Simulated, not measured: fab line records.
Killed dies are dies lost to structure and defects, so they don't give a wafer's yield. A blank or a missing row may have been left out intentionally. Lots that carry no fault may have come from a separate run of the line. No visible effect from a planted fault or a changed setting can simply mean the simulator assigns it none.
Lot-split experiment    flow n5-finfet    route with 1938 steps; 7 lots, 21 wafers read

== THE SPLIT ==
At N5_BEOL_M3_TRENCH_ETCH_37 (etches SiOC in C4F6/O2, target depth 55.555 nm, time 29.2 s), the setting time-s was moved away from the recipe's 29.2 s on 7 of the 21 wafers read, by -7.8% to +20.5%. The other wafers ran this setting at the recipe's value.

== FROM THE SPLIT TO THE READING: what the file shows between them, 2 steps ==
- N5_BEOL_M3_ETCH_41: etches SiCN in CH3F/O2, target depth 29.9 nm, time 52.5 s (also split here: target-depth-a)
- N5_BEOL_M3_STRIP_97: strips in N2/H2, time 10 s

== THE READING ==
trench-depth-nm, in nm, at N5_BEOL_M3_OCD_MEAS_38. Fault-free wafers of this fab line usually give 54.1 nm, standard deviation 1.1 nm.

wafer   tool, chamber at the split  time-s as run, s  against the recipe  trench-depth-nm, nm  against lot-mates on the recipe
L076.1  rie-diel-01, 2              29.2              recipe              55.5                 -
L076.2  rie-diel-01, 0              29.2              recipe              55.9                 -
L076.5  rie-diel-01, 3              32.96             +12.9%              60.2                 +4.5
L078.1  rie-diel-02, 1              33.52             +14.8%              61.8                 +7.2
L078.3  rie-diel-02, 3              33.52             +14.8%              64.2                 +9.6
L078.6  rie-diel-02, 1              29.2              recipe              54.6                 -
L081.1  rie-diel-02, 3              29.2              recipe              55.7                 -
L081.4  rie-diel-02, 1              29.2              recipe              54.2                 -
L081.5  rie-diel-02, 3              29.2              recipe              55.5                 -
L086.1  rie-diel-06, 1              29.2              recipe              53.9                 -
L086.3  rie-diel-06, 0              29.2              recipe              52.5                 -
L086.6  rie-diel-06, 2              29.2              recipe              53.6                 -
L093.1  rie-diel-02, 0              29.2              recipe              53.6                 -
L093.5  rie-diel-02, 2              29.2              recipe              54.3                 -
L093.6  rie-diel-02, 1              35.2              +20.5%              66.1                 +12.1
L094.1  rie-diel-06, 0              31.89             +9.2%               56.6                 +3.3
L094.2  rie-diel-06, 3              29.2              recipe              53.8                 -
L094.6  rie-diel-06, 0              29.2              recipe              52.8                 -
L095.2  rie-diel-02, 3              26.93             -7.8%               51.0                 -2.4
L095.3  rie-diel-02, 2              26.93             -7.8%               49.2                 -4.2
L095.4  rie-diel-02, 1              29.2              recipe              53.4                 -

THE FIT
A straight line over all 21 wafers: trench-depth-nm changes by +0.544 nm for each +1% of time-s; r = +0.96; the points scatter about the line by 1.2 nm.
The same after taking each lot's own level away (the mean of its wafers on the recipe; 21 wafers): +0.516 nm for each +1%; r = +0.97; scatter 1 nm.
According to that fit, moving time-s by its largest amount changes the reading by 11 nm.
Across the lots, their own levels run from 53.30 to 55.70 nm, a range of 2.2 times the standard deviation given above.
So the lot-to-lot level changes the slope little: the two slopes agree.
Check: for one of the wafers moved furthest among these (+20.5%), held out of the fit, the line's prediction against its lot-mates is +9.86 nm. Against them it came out at +12.1 nm.

== FURTHER SPLITS ON THESE WAFERS ==
Other splits were also applied to these wafers ahead of the reading. Each is held against what the fit with the lots' levels taken away leaves over:
other split on the same wafers     wafers away from the commonest value  r with trench-depth-nm (lot level and that fit taken away)
N5_BEOL_M3_ETCH_41 target-depth-a  10                                    +0.06

== THE WHOLE CHAIN: every reading that the file lists as answering this split, in the file's order ==
step                       what it does                                                 reading                                                                    change (the file's fit)                r (the file's)
N5_BEOL_M3_TRENCH_ETCH_37  etches SiOC in C4F6/O2, target depth 55.555 nm, time 29.2 s  BEOL_M3.feature-depth-nm (the simulator's own value, which no gauge read)  +0.528 nm for each +1% of the setting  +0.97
N5_BEOL_M3_TRENCH_ETCH_37  etches SiOC in C4F6/O2, target depth 55.555 nm, time 29.2 s  etch.depth-nm (the simulator's own value, which no gauge read)             +0.529 nm for each +1% of the setting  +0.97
N5_BEOL_M3_OCD_MEAS_38                                                                  trench-depth-nm                                                            +0.512 nm for each +1% of the setting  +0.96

== FILE'S OWN FIT ==
trench-depth-nm changes by +0.512 nm for each +1% of time-s, r = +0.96.
